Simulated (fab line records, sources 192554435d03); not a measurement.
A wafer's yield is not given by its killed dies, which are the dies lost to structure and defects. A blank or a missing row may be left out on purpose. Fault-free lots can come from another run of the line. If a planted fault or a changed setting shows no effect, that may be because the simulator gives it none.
fab line records	flow n5Finfet
record: lots: 7	wafers: 39
route steps=1938 shown BEOL_M13@1659
startH: hours from the record's opening day to when the first of the lot's shown wafers began	waitH: hours since the lot's step before	" as in the row above	L1.1+2: a row that stands for several wafers	- no value, or no start given	* or withheld: withheld	< > ~ a bound
route shown NAME@n: a module of which the file shows steps, and the number in the route of the first	usual: mean/standard deviation taken from wafers without a fault	same: alike in all rows	chamber/n: place in a boat	sites: readings site by site	_std_site: their standard deviation	_edge_site: the outer-site mean with the inner-site mean subtracted	radiusMm: how far each site lies from the wafer's centre	mask NAME#n: copy n	behind: tool/chamber where the wafer was last shaped	hold: cause of the lot's hold/its duration in hours/its outcome	device: names the non-switching transistor (n, p or np)	end of line: tests of these same wafers at the route's end	a step with no rows: only its recipe	killed: count of dies lost to structure and defects at first sort (not the wafer's yield)	map: shows each die of a wafer: x if killed, . if not, _ if none is there
set.NAME: the setting that was run; set.NAME@STEP: the one run at that earlier step	model.NAME: the simulator's own value behind a step, which no gauge read
lots where settings were altered on purpose, with a table for each step and a row for each wafer
== steps ==
step: N5_BEOL_M13_ILD_DEP_00
recipe: material: SiOC	targetThkA: 8379.2	tempC: 350	precursor: DEMS/O2	pressureTorr: 5	rfW: 500	timeS: 166.4
lot.wafer	tool	chamber	startH	waitH	set.targetThkA	model.SiOC_of_BEOL_M13_ILD_DEP_00.thkNm
L080.1	pecvd-02	1	263.87	0.0	9739	949.6
L080.2	"	0	"	"	9739	959.6
L080.3	"	2	"	"	8379.2	813.4
L080.4	"	0	"	"	8379.2	843.2
L080.5	"	2	"	"	9739	963
L080.6	"	1	"	"	8379.2	818
L081.1	pecvd-02	2	264.98	0.0	8379.2	844.8
L081.2	"	1	"	"	12540	1239
L081.3	"	0	"	"	8379.2	836.4
L081.4	"	0	"	"	8379.2	862.2
L081.5	"	2	"	"	12540	1264
L081.6	"	1	"	"	12540	1254
L082.1	pecvd-04	2	277.64	0.0	11370	1125
L082.2	"	1	"	"	8379.2	835.4
L082.3	"	0	"	"	11370	1131
L082.4	"	0	"	"	8379.2	849.8
L082.5	"	1	"	"	11370	1143
L082.6	"	2	"	"	8379.2	839.8
L083.1	pecvd-02	0	281.66	0.0	8379.2	840.2
L083.2	"	1	"	"	8379.2	824
L083.3	"	1	"	"	5196	499.4
L083.4	"	0	"	"	5196	525.8
L083.5	"	0	"	"	5196	523
L083.6	"	1	"	"	8379.2	832.6
L086.1	pecvd-02	2	313.18	0.0	8379.2	831.8
L086.2	"	0	"	"	11630	1155
L086.3	"	1	"	"	11630	1132
L086.4	"	0	"	"	8379.2	836.4
L086.5	"	2	"	"	8379.2	848
L086.6	"	1	"	"	11630	1153
L085.1	pecvd-03	0	313.94	0.0	8379.2	825.6
L085.5	"	0	"	"	8379.2	840.6
L085.6	"	1	"	"	8379.2	854.6
L089.1	pecvd-04	1	333.68	0.0	8379.2	829.2
L089.2	"	2	"	"	4476	446.2
L089.3	"	0	"	"	8379.2	844
L089.4	"	0	"	"	8379.2	858.6
L089.5	"	2	"	"	4476	454.2
L089.6	"	1	"	"	4476	445.8
step: N5_BEOL_M13_THK_MEAS_01
recipe: reads: SiOC_of_BEOL_M13_ILD_DEP_00
usual: M13_ILD_THK: 838/13
lot.wafer	tool	chamber	startH	waitH	set.targetThkA@BEOL_M13_ILD_DEP_00	M13_ILD_THK[nm]
L080.1	filmMetro-01	-	264.02	0.1	9739	950
L080.2	"	-	"	"	9739	959
L080.3	"	-	"	"	8379.2	813
L080.4	"	-	"	"	8379.2	843
L080.5	"	-	"	"	9739	964
L080.6	"	-	"	"	8379.2	818
L081.1	filmMetro-02	-	265.13	0.1	8379.2	845
L081.2	"	-	"	"	12540	1238
L081.3	"	-	"	"	8379.2	836
L081.4	"	-	"	"	8379.2	862
L081.5	"	-	"	"	12540	1265
L081.6	"	-	"	"	12540	1257
L082.1	filmMetro-02	-	277.79	0.1	11370	1124
L082.2	"	-	"	"	8379.2	836
L082.3	"	-	"	"	11370	1132
L082.4	"	-	"	"	8379.2	850
L082.5	"	-	"	"	11370	1142
L082.6	"	-	"	"	8379.2	840
L083.1	filmMetro-02	-	281.87	0.2	8379.2	840
L083.2	"	-	"	"	8379.2	823
L083.3	"	-	"	"	5196	500
L083.4	"	-	"	"	5196	526
L083.5	"	-	"	"	5196	523
L083.6	"	-	"	"	8379.2	833
L086.1	filmMetro-02	-	313.33	0.1	8379.2	832
L086.2	"	-	"	"	11630	1155
L086.3	"	-	"	"	11630	1132
L086.4	"	-	"	"	8379.2	836
L086.5	"	-	"	"	8379.2	848
L086.6	"	-	"	"	11630	1154
L085.1	filmMetro-02	-	314.09	0.1	8379.2	826
L085.5	"	-	"	"	8379.2	841
L085.6	"	-	"	"	8379.2	855
L089.1	filmMetro-01	-	333.83	0.1	8379.2	830
L089.2	"	-	"	"	4476	446
L089.3	"	-	"	"	8379.2	845
L089.4	"	-	"	"	8379.2	858
L089.5	"	-	"	"	4476	454
L089.6	"	-	"	"	4476	446
step: N5_BEOL_M13_COAT_58
recipe: resist: BARC	tempC: 205	timeS: 60	spinRpm: 1500	resistThkNm: 89
step: N5_BEOL_M13_COAT_04
recipe: spinRpm: 1625	resistThkNm: 400
step: N5_BEOL_M13_DESCUM_15
recipe: chemistry: O2	timeS: 7.9	sourcePowerW: 50	biasPowerW: 20	pressureMtorr: 20	rfFrequencyHz: 2.712e+07	tempC: 40	o2FlowSccm: 225
step: N5_BEOL_M13_ETCH_59
recipe: chemistry: N2/H2	target: BARC	targetDepthA: 890	overetchA: 267	timeS: 67.9	ionEnergyEv: 200	pressureMtorr: 30	sourceW: 840	biasW: 150	n2FlowSccm: 200	h2FlowSccm: 200
step: N5_BEOL_M13_VIA_ETCH_16
recipe: chemistry: C4F8/O2/Ar	target: SiOC	pressureMtorr: 30	sourceW: 3000	biasW: 700	Ar_flow_sccm: 400	C4F8_flow_sccm: 15	O2_flow_sccm: 8	heInnerTorr: 15	heOuterTorr: 30	targetDepthA: 9217	timeS: withheld	ionEnergyEv: 250	ends: cleared
lot.wafer	tool	chamber	startH	waitH	set.targetThkA@BEOL_M13_ILD_DEP_00	model.etch.depthNm	model.BARC_of_BEOL_M13_COAT_58.thkNm	model.coat_of_BEOL_M13_COAT_04.thkNm
L080.1	rieDiel-06	2	264.50	0.0	9739	949.6	89.2	34.6
L080.2	"	3	"	"	9739	959.5	88.8	32.6
L080.3	"	0	"	"	8379.2	813.5	89	73
L080.4	"	2	"	"	8379.2	843.2	89	64
L080.5	"	3	"	"	9739	963.1	89	31.2
L080.6	"	0	"	"	8379.2	818.1	89	73
L081.1	rieDiel-02	3	265.61	0.0	8379.2	844.8	89.4	66.8
L081.2	"	1	"	"	12540	1239	42.2	0
L081.3	"	2	"	"	8379.2	836.3	89.4	71.4
L081.4	"	0	"	"	8379.2	862.2	89.4	65.2
L081.5	"	0	"	"	12540	1264	34.8	0
L081.6	"	1	"	"	12540	1254	36.8	0
L082.1	rieDiel-06	2	278.39	0.0	11370	1125	71	0
L082.2	"	1	"	"	8379.2	835.4	88.8	68.8
L082.3	"	0	"	"	11370	1131	68	0
L082.4	"	0	"	"	8379.2	849.8	88.8	61.6
L082.5	"	1	"	"	11370	1143	66.8	0
L082.6	"	2	"	"	8379.2	839.8	88.8	66.2
L083.1	rieDiel-06	1	282.35	0.0	8379.2	840.2	89	67.8
L083.2	"	2	"	"	8379.2	824	89	70.2
L083.3	"	0	"	"	5196	499.4	89.4	165
L083.4	"	1	"	"	5196	525.8	89	159.8
L083.5	"	2	"	"	5196	522.9	89.2	157.4
L083.6	"	0	"	"	8379.2	832.6	89	68.4
L086.1	rieDiel-06	3	313.81	0.0	8379.2	831.9	89.4	70
L086.2	"	2	"	"	11630	1155	61.6	0
L086.3	"	0	"	"	11630	1132	69.4	0
L086.4	"	2	"	"	8379.2	836.5	89.4	68
L086.5	"	3	"	"	8379.2	848	89	64.8
L086.6	"	0	"	"	11630	1153	62	0
L085.1	rieDiel-02	2	315.66	0.0	8379.2	825.6	88.8	76.4
L085.5	"	3	"	"	8379.2	840.7	89.2	68.2
L085.6	"	2	"	"	8379.2	854.5	89	64.6
L089.1	rieDiel-06	2	334.44	0.0	8379.2	829.2	89	68.8
L089.2	"	0	"	"	4476	446.2	88.8	181.8
L089.3	"	3	"	"	8379.2	844.1	89	63.6
L089.4	"	1	"	"	8379.2	858.6	89	61.4
L089.5	"	1	"	"	4476	454.2	89.2	179.4
L089.6	"	2	"	"	4476	445.8	89	182.4
step: N5_BEOL_M13_STRIP_63
recipe: chemistry: N2/H2	powerW: 1000	tempC: 250	h2Frac: 0.65	overashFraction: 0.3	pressureMtorr: 1000	n2FlowSccm: 1750	h2FlowSccm: 3250
usual: oesProductAu: 0.674/0.005	stripTimeToEndpointS: 27.6/1.3
lot.wafer	tool	chamber	startH	waitH	set.targetThkA@BEOL_M13_ILD_DEP_00	oesProductAu	stripTimeToEndpointS
L080.1	plasmaAsher-02	1	264.74	-	9739	0.653	16.6
L080.2	"	0	"	"	9739	0.648	15.9
L080.3	"	1	"	"	8379.2	0.678	28.6
L080.4	"	0	"	"	8379.2	0.679	25.9
L080.5	"	1	"	"	9739	0.647	15.5
L080.6	"	0	"	"	8379.2	0.680	28.5
L081.1	plasmaAsher-02	0	265.85	-	8379.2	0.687	26.7
L081.2	"	1	"	"	12540	0.239	0.0
L081.3	"	0	"	"	8379.2	0.675	28.1
L081.4	"	1	"	"	8379.2	0.673	26.3
L081.5	"	1	"	"	12540	0.236	0.0
L081.6	"	0	"	"	12540	0.227	0.0
L082.1	plasmaAsher-01	1	278.63	-	11370	0.230	0.0
L082.2	"	0	"	"	8379.2	0.673	27.3
L082.3	"	0	"	"	11370	0.235	0.0
L082.4	"	1	"	"	8379.2	0.663	25.2
L082.5	"	1	"	"	11370	0.235	0.0
L082.6	"	0	"	"	8379.2	0.676	26.6
L083.1	plasmaAsher-01	1	282.59	-	8379.2	0.676	27.0
L083.2	"	0	"	"	8379.2	0.671	27.7
L083.3	"	1	"	"	5196	0.712	53.6
L083.4	"	0	"	"	5196	0.707	52.2
L083.5	"	1	"	"	5196	0.707	51.6
L083.6	"	0	"	"	8379.2	0.673	27.2
L086.1	plasmaAsher-02	0	314.05	-	8379.2	0.680	27.7
L086.2	"	1	"	"	11630	0.235	0.0
L086.3	"	1	"	"	11630	0.228	0.0
L086.4	"	0	"	"	8379.2	0.671	27.1
L086.5	"	1	"	"	8379.2	0.673	26.1
L086.6	"	0	"	"	11630	0.222	0.0
L085.1	plasmaAsher-01	0	315.90	-	8379.2	0.667	29.5
L085.5	"	0	"	"	8379.2	0.683	27.1
L085.6	"	1	"	"	8379.2	0.679	26.1
L089.1	plasmaAsher-01	0	334.68	-	8379.2	0.670	27.3
L089.2	"	1	"	"	4476	0.733	57.9
L089.3	"	0	"	"	8379.2	0.671	25.8
L089.4	"	1	"	"	8379.2	0.670	25.1
L089.5	"	0	"	"	4476	0.724	57.3
L089.6	"	1	"	"	4476	0.735	58.1
step: N5_BEOL_M13_STRIP_64
recipe: chemistry: N2/H2	powerW: 1000	tempC: 250	h2Frac: 0.65	overashFraction: 0.3	pressureMtorr: withheld	n2FlowSccm: 1750	h2FlowSccm: 3250
usual: oesProductAu: 0.715/0.0046	stripTimeToEndpointS: 31.34/0.076
lot.wafer	tool	chamber	startH	waitH	set.targetThkA@BEOL_M13_ILD_DEP_00	oesProductAu	stripTimeToEndpointS
L080.1	plasmaAsher-02	1	264.80	0.0	9739	0.706	31.38
L080.2	"	0	"	"	9739	0.712	31.25
L080.3	"	1	"	"	8379.2	0.708	31.35
L080.4	"	0	"	"	8379.2	0.714	31.33
L080.5	"	1	"	"	9739	0.713	31.31
L080.6	"	0	"	"	8379.2	0.709	31.31
L081.1	plasmaAsher-02	0	265.91	0.0	8379.2	0.719	31.44
L081.2	"	1	"	"	12540	0.648	19.13
L081.3	"	0	"	"	8379.2	0.721	31.45
L081.4	"	1	"	"	8379.2	0.720	31.41
L081.5	"	1	"	"	12540	0.647	16.70
L081.6	"	0	"	"	12540	0.646	17.35
L082.1	plasmaAsher-01	1	278.69	0.0	11370	0.679	27.95
L082.2	"	0	"	"	8379.2	0.711	31.23
L082.3	"	0	"	"	11370	0.676	27.05
L082.4	"	1	"	"	8379.2	0.712	31.22
L082.5	"	1	"	"	11370	0.672	26.72
L082.6	"	0	"	"	8379.2	0.714	31.24
L083.1	plasmaAsher-01	1	282.65	0.0	8379.2	0.719	31.30
L083.2	"	0	"	"	8379.2	0.710	31.31
L083.3	"	1	"	"	5196	0.714	31.41
L083.4	"	0	"	"	5196	0.717	31.33
L083.5	"	1	"	"	5196	0.712	31.36
L083.6	"	0	"	"	8379.2	0.716	31.34
L086.1	plasmaAsher-02	0	314.11	0.0	8379.2	0.717	31.40
L086.2	"	1	"	"	11630	0.668	25.18
L086.3	"	1	"	"	11630	0.669	27.49
L086.4	"	0	"	"	8379.2	0.715	31.38
L086.5	"	1	"	"	8379.2	0.714	31.31
L086.6	"	0	"	"	11630	0.671	25.31
L085.1	plasmaAsher-01	0	315.96	0.0	8379.2	0.709	31.27
L085.5	"	0	"	"	8379.2	0.714	31.35
L085.6	"	1	"	"	8379.2	0.718	31.29
L089.1	plasmaAsher-01	0	334.74	0.0	8379.2	0.707	31.29
L089.2	"	1	"	"	4476	0.717	31.27
L089.3	"	0	"	"	8379.2	0.718	31.33
L089.4	"	1	"	"	8379.2	0.705	31.34
L089.5	"	0	"	"	4476	0.718	31.38
L089.6	"	1	"	"	4476	0.717	31.32
== key ==
split: step: N5_BEOL_M13_ILD_DEP_00	setting: targetThkA	stated: 8379.2	by: wafer
response: step: N5_BEOL_M13_ILD_DEP_00	reading: model.SiOC_of_BEOL_M13_ILD_DEP_00.thkNm	change: +8.22	per: 1%	r: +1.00
response: step: N5_BEOL_M13_THK_MEAS_01	reading: M13_ILD_THK	change: +8.23	per: 1%	r: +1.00
response: step: N5_BEOL_M13_VIA_ETCH_16	reading: model.etch.depthNm	change: +8.22	per: 1%	r: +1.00
response: step: N5_BEOL_M13_VIA_ETCH_16	reading: model.BARC_of_BEOL_M13_COAT_58.thkNm	shape: bent	atLowest: 89	atStated: 89.07	atHighest: 37.93
response: step: N5_BEOL_M13_VIA_ETCH_16	reading: model.coat_of_BEOL_M13_COAT_04.thkNm	change: -1.96	per: 1%	r: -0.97
response: step: N5_BEOL_M13_STRIP_63	reading: oesProductAu	shape: bent	atLowest: 0.731	atStated: 0.675	atHighest: 0.234
response: step: N5_BEOL_M13_STRIP_63	reading: stripTimeToEndpointS	shape: bent	atLowest: *	atStated: *	atHighest: *
response: step: N5_BEOL_M13_STRIP_64	reading: oesProductAu	shape: bent	atLowest: 0.717	atStated: 0.714	atHighest: 0.647
